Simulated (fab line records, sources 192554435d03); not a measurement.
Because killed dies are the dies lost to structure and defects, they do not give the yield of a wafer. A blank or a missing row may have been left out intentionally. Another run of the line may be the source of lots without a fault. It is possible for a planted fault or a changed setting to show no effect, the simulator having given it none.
A struck lot beside a sound one ; flow n5_finfet ; 16 out of 1938 route steps
Sound: wafers L420.1, L420.2, L420.5. Struck: wafers L432.2, L432.5. (L432.1 of the same lot was not struck and is left out.) The cause comes at the end.
For every step that has rows: the tool of each side, followed by ch and its chambers, followed by its first start. Under that, the readings that differ: sound wafers ; struck wafers ; difference of the means ; sigmas: that difference in standard deviations of wafers without a fault.
alike: readings whose means differ by less than 2 such deviations, and words and numbers that are the same on both sides. not compared: withheld readings, readings that some wafer has no value for, bounds like >300 that may hide the same value, and numbers for which the record gives no deviation and whose values overlap.
The two part at a step that has a row with sigmas, a row that says differs or no value, or rows on one side only. Numbers that have no deviation but don't overlap get no sigmas and don't part them. A reading missing from all wafers of one side parts the sides only when that side holds two or more wafers.

N5_DUMMY_GATE_ETCH_29: etches underlayer in N2/H2, target depth 13 nm.
  sound on rie_diel-06 ch 0,3, day 3 06:05; struck on rie_diel-06 ch 0, day 6 05:26
  alike: drypump_motor_current_A, oes_product_au, rf_vpp_V, showerhead_plenum_p_Torr, throttle_valve_pct
  not compared: rf_hours_counter_h
N5_DUMMY_GATE_ETCH_36: etches SiARC in CF4, target depth 13 nm.
  sound on rie_diel-06 ch 0,3, day 3 06:07; struck on rie_diel-06 ch 0, day 6 05:29
  alike: cf4_flow_sccm, drypump_motor_current_A, oes_product_au, rf_vpp_V, showerhead_plenum_p_Torr, throttle_valve_pct
  not compared: rf_hours_counter_h
N5_DUMMY_GATE_ETCH_37: etches SOC in N2/H2, target depth 60 nm, overetch 30 nm.
  sound on rie_diel-06 ch 0,3, day 3 06:10; struck on rie_diel-06 ch 0, day 6 05:31
  alike: drypump_motor_current_A, oes_product_au, rf_vpp_V, showerhead_plenum_p_Torr, temp_c, throttle_valve_pct
  not compared: rf_hours_counter_h
then, 4 steps without rows for these wafers: N5_DUMMY_GATE_STRIP_38 (strips in N2/H2); N5_DUMMY_GATE_STRIP_39 (strips in N2/H2); N5_DUMMY_GATE_TRIM_49 (chemistry O2, time 29 s, target cd 14 nm); N5_DUMMY_GATE_STRIP_40 (strips in CF4).
N5_DUMMY_GATE_CD_MEAS_50: target cd 14 nm.
  sound on cd_sem-03, day 3 06:24; struck on cd_sem-01, day 6 05:45
  alike: cd_nm
N5_DUMMY_GATE_ETCH_31: etches SiO2 in C4F6/O2, target depth 82.5 nm, time 27.5 s.
  sound on rie_diel-03 ch 0,1, day 3 06:27; struck on rie_diel-03 ch 2, day 6 05:48
  alike: drypump_motor_current_A, oes_f_703_au, oes_product_au, rf_vpp_V, showerhead_plenum_p_Torr, throttle_valve_pct
  not compared: rf_hours_counter_h
then, 2 steps without rows for these wafers: N5_DUMMY_GATE_STRIP_41 (strips in O2); N5_DUMMY_GATE_HM_OPEN_21 (chemistry CH3F/O2, target SiNx, target depth 120 nm, time 171.4 s).
N5_DUMMY_GATE_ETCH_32: etches SiO2 in CF4, target depth 3.5 nm, time 3.9 s.
  sound on rie_si-03 ch 1,2, day 3 06:42; struck on rie_si-01 ch 2,3, day 6 06:02
  alike: cf4_flow_sccm, drypump_motor_current_A, oes_product_au, throttle_valve_pct
  not compared: rf_hours_counter_h
N5_DUMMY_GATE_ETCH_23: etches poly-Si in HBr/Cl2/O2, target depth 41 nm, time 22.3 s.
  sound on rie_si-03 ch 1,2, day 3 06:44; struck on rie_si-01 ch 2,3, day 6 06:05
reading;sound;struck;difference;sigmas
oes_product_au (a.u.);0.970 0.992 0.979;1.444 1.387;+0.435;+24
model.etch.depth_nm (nm);40.47 41.24 40.87;66.97 63.75;+24.50;
  alike: drypump_motor_current_A, throttle_valve_pct
  not compared: rf_hours_counter_h, model.SiO2_of_DUMMY_GATE_PECVD_30.thk_nm
N5_DUMMY_GATE_ETCH_44: etches poly-Si in HBr/O2, stops on SiO2, target depth 127.5 nm.
  sound on rie_si-03 ch 1,2, day 3 06:47; struck on rie_si-01 ch 2,3, day 6 06:08
  alike: drypump_motor_current_A, oes_product_au, throttle_valve_pct
  not compared: rf_hours_counter_h, model.SiO2_of_DUMMY_GATE_PECVD_30.thk_nm
N5_DUMMY_GATE_CD_MEAS_24: target cd 15 nm.
  sound on cd_sem-01, day 3 06:54; struck on cd_sem-03, day 6 06:14
  alike: cd_nm
following that, these wafers have no rows for 1 step: N5_PASSIVATION_PROBE_49.

== WHERE THEY PART ==
Within this record, at N5_DUMMY_GATE_ETCH_23 only. Later steps at which nothing parts them and some readings are alike: N5_DUMMY_GATE_ETCH_44, N5_DUMMY_GATE_CD_MEAS_24.

WHY: the cause the simulator had injected
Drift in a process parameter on rie_si-01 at N5_DUMMY_GATE_ETCH_23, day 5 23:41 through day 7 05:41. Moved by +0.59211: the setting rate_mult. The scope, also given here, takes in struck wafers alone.
